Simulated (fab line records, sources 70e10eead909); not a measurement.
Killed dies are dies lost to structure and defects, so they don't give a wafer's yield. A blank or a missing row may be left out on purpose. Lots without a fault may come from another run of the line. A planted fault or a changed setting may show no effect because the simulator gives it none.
Chamber matching | flow nand_harc | NHARC_THIN_TSV_ETCH_44 on rie_diel-13: 4 sister chambers
The step etches the open film in CF4/O2, target depth 1594.2 nm, time 797.1 s. 4 wafers are shown with their chamber, then 7 later ones without.

WAFERS WITH THEIR CHAMBER
wafer  | chamber | rf_vpp_V (V)
L771.3 | 3       | 794
L775.6 | 2       | 801
L777.1 | 0       | 795
L777.2 | 1       | 792

WAFERS WITHOUT THEIR CHAMBER
wafer  | rf_vpp_V (V)
L777.3 | 801
L784.2 | 796
L784.3 | 797
L784.5 | 795
L789.3 | 800
L789.4 | 795
L789.6 | 796

WHICH CHAMBER EACH WENT THROUGH
wafer  | from the rows above     | in truth
L777.3 | 2                       | 2
L784.2 | can't be placed: 0 or 3 | 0
L784.3 | can't be placed: 0 or 3 | 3
L784.5 | can't be placed: 0 or 3 | 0
L789.3 | 2                       | 2
L789.4 | can't be placed: 0 or 3 | 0
L789.6 | can't be placed: 0 or 3 | 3
Placed correctly: 2 of 7. Can't be placed from these rows: 5 (the true chamber is among the candidates in 5). Placed wrongly: 0.
How it was worked out, from the rows above alone: a wafer's distance from a chamber is the root of the sum, over the readings, of the square of ((its reading less the chamber's mean) divided by the reading's scatter). The wafer belongs to the nearest chamber; if the next one is less than 2 further off, it can't be placed. A chamber's mean is the mean of its shown wafers. The scatter: with one shown wafer a chamber, the root of the mean of the squares of how far each hidden wafer lies from its nearest shown one.
